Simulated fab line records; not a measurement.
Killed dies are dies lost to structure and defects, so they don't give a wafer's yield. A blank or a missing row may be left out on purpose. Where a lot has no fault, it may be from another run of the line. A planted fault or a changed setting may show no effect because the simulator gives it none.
Problem report in the 8D (eight disciplines) form, filled by code :: flow n5Finfet :: the parts of the form that need people (team, actions taken, sign-off) are left out

1. WHAT WENT WRONG
susceptorTempC at N5_MOL_CONTACT_COAG_ALD_133 reads a mean of 97.67 C on 4 wafers of 3 lots; wafers without a fault read 99.99 C with a standard deviation of 0.12. Relative to the usual mean, that is a shift of -19 standard deviations.
The step: deposits SiO2, target thk 5 nm, pulse time 1 s, co reactant pulse time 1 s.
Earliest sighting: wafer L666.1 on aldSin-03 at day 8 11:09. The record holds 21 wafers of 7 lots with a number at this step. By rule, "out" or "out of limits" means more than 4 standard deviations away from the usual mean. All remaining wafers that have a number are taken as sound.

2. WHAT THIS IS AND IS NOT
question: which readings at this step
is: susceptorTempC
is not: heaterPowerW, precursorPulseHeightRel

question: which lots
is: L666, L667, L668
is not: L654, L657, L671, L674

question: which wafers of those lots
is: L666.1, L666.6, L667.2, L668.1
is not: L666.3, L667.3, L667.4, L668.2, L668.3

question: read on which tools
is: aldSin-03
is not: aldSin-01, aldSin-02

question: when
is: from day 8 11:09
is not: up to then (7 sound wafers); but 10 sound wafers of L667, L668, L671, L674 came after

3. THE SUSPECTS, EACH WITH WHAT RULES IT OUT
Counting: any tool at a process step up to the reading remains a suspect provided it ran every lot that is out. Sound lots after the first of them don't rule it out here, since some wafers of a struck lot are sound.
- aldSin-03 at N5_MOL_CONTACT_COAG_ALD_133 (deposits SiO2, target thk 5 nm, pulse time 1 s, co reactant pulse time 1 s): kept. It ran every lot that is out, first L666 (day 8 11:09); its last sound lot up to then is L657 (day 6 03:02). On those wafers its own readings are out: susceptorTempC.
- Within aldSin-03 at N5_MOL_CONTACT_COAG_ALD_133: the wafers that are out ran in chamber 3; their sound lot-mates ran in chambers 0, 1, 2.
Left after counting: aldSin-03 at N5_MOL_CONTACT_COAG_ALD_133.

4. THE CAUSE (what the simulator had put in)
aldSin-03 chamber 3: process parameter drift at N5_MOL_CONTACT_COAG_ALD_133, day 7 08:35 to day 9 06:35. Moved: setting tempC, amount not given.
Only this tool survived the counting.

5. THE EFFECT CHAIN, in route order
Each row: a reading whose mean over the struck wafers that have a number lies more than 3 standard deviations from the usual. Readings are gone through only where the record gives a usual standard deviation; hours: the median, over the lots, of the time from a lot's start at the first step in this table giving one to that lot's start at this step; sigmas: the change measured in usual standard deviations.
hours: 0
step: N5_MOL_CONTACT_COAG_ALD_133
reading: susceptorTempC
usual: 99.99 C
on struck wafers: 97.67
change: -2.32
sigmas: -19
Process steps it contains:
- N5_MOL_CONTACT_COAG_ALD_133: deposits SiO2, target thk 5 nm, pulse time 1 s, co reactant pulse time 1 s.
At these later measuring or inspecting steps, every struck wafer for which the step has a row has a number for every such reading, and none has moved that far: N5_BEOL_M4_RC_MEAS_101.

6. HOW IT WOULD HAVE BEEN CAUGHT EARLIER
First out-of-limits reading in this record: day 8 11:09, which is 27 hours after fault onset at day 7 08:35.
